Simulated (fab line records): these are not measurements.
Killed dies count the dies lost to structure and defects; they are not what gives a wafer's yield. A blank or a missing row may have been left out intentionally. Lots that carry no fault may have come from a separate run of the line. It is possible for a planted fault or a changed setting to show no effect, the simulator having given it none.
Chamber matching || flow n5_finfet || pecvd-02 running N5_BEOL_M15_DEP_53: 3 sister chambers
The step deposits SiCN from 3MS/NH3, target thk 50 nm, time 17.8 s. 6 wafers are shown with their chamber, then 9 later ones without.

WAFERS PAIRED WITH THEIR CHAMBERS
{"wafer": "L087.1", "chamber": 1, "showerhead_plenum_p_Torr (Torr)": 4.171, "showerhead_vpp_V (V)": 1672}
{"wafer": "L087.2", "chamber": 2, "showerhead_plenum_p_Torr (Torr)": 4.136, "showerhead_vpp_V (V)": 1599}
{"wafer": "L087.6", "chamber": 0, "showerhead_plenum_p_Torr (Torr)": 4.154, "showerhead_vpp_V (V)": 1581}
{"wafer": "L088.2", "chamber": 0, "showerhead_plenum_p_Torr (Torr)": 4.159, "showerhead_vpp_V (V)": 1589}
{"wafer": "L088.5", "chamber": 2, "showerhead_plenum_p_Torr (Torr)": 4.139, "showerhead_vpp_V (V)": 1626}
{"wafer": "L088.6", "chamber": 1, "showerhead_plenum_p_Torr (Torr)": 4.167, "showerhead_vpp_V (V)": 1645}

WAFERS WITH NO CHAMBER GIVEN
{"wafer": "L091.3", "showerhead_plenum_p_Torr (Torr)": 4.169, "showerhead_vpp_V (V)": 1645}
{"wafer": "L091.4", "showerhead_plenum_p_Torr (Torr)": 4.128, "showerhead_vpp_V (V)": 1596}
{"wafer": "L091.5", "showerhead_plenum_p_Torr (Torr)": 4.164, "showerhead_vpp_V (V)": 1636}
{"wafer": "L095.1", "showerhead_plenum_p_Torr (Torr)": 4.172, "showerhead_vpp_V (V)": 1589}
{"wafer": "L095.2", "showerhead_plenum_p_Torr (Torr)": 4.166, "showerhead_vpp_V (V)": 1644}
{"wafer": "L095.6", "showerhead_plenum_p_Torr (Torr)": 4.167, "showerhead_vpp_V (V)": 1538}
{"wafer": "L097.4", "showerhead_plenum_p_Torr (Torr)": 4.172, "showerhead_vpp_V (V)": 1657}
{"wafer": "L097.5", "showerhead_plenum_p_Torr (Torr)": 4.131, "showerhead_vpp_V (V)": 1601}
{"wafer": "L097.6", "showerhead_plenum_p_Torr (Torr)": 4.148, "showerhead_vpp_V (V)": 1570}

WHICH CHAMBER EACH WENT THROUGH
{"wafer": "L091.3", "from the rows above": 1, "in truth": 1}
{"wafer": "L091.4", "from the rows above": 2, "in truth": 2}
{"wafer": "L091.5", "from the rows above": "can't be placed: 1 or 0", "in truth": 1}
{"wafer": "L095.1", "from the rows above": "can't be placed: 1 or 0", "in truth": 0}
{"wafer": "L095.2", "from the rows above": 1, "in truth": 1}
{"wafer": "L095.6", "from the rows above": 0, "in truth": 0}
{"wafer": "L097.4", "from the rows above": 1, "in truth": 1}
{"wafer": "L097.5", "from the rows above": 2, "in truth": 2}
{"wafer": "L097.6", "from the rows above": "can't be placed: 0 or 2", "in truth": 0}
6 of 9 placed correctly. Unplaceable from these rows: 3, with the true chamber sitting among the candidates in 3. Wrongly placed: 0.
How it was worked out, from the rows above alone: a wafer's distance from a chamber is the root of the sum, over the readings, of the square of ((its reading less the chamber's mean) divided by the reading's scatter). If the next closest chamber is less than 2 further off than the closest, the wafer can't be placed; otherwise it belongs to the closest. The mean given for a chamber averages the wafers shown for that chamber. The scatter: the root of (the sum of the squares of (reading less its chamber's mean) over the shown wafers, divided by (wafers less chambers)).
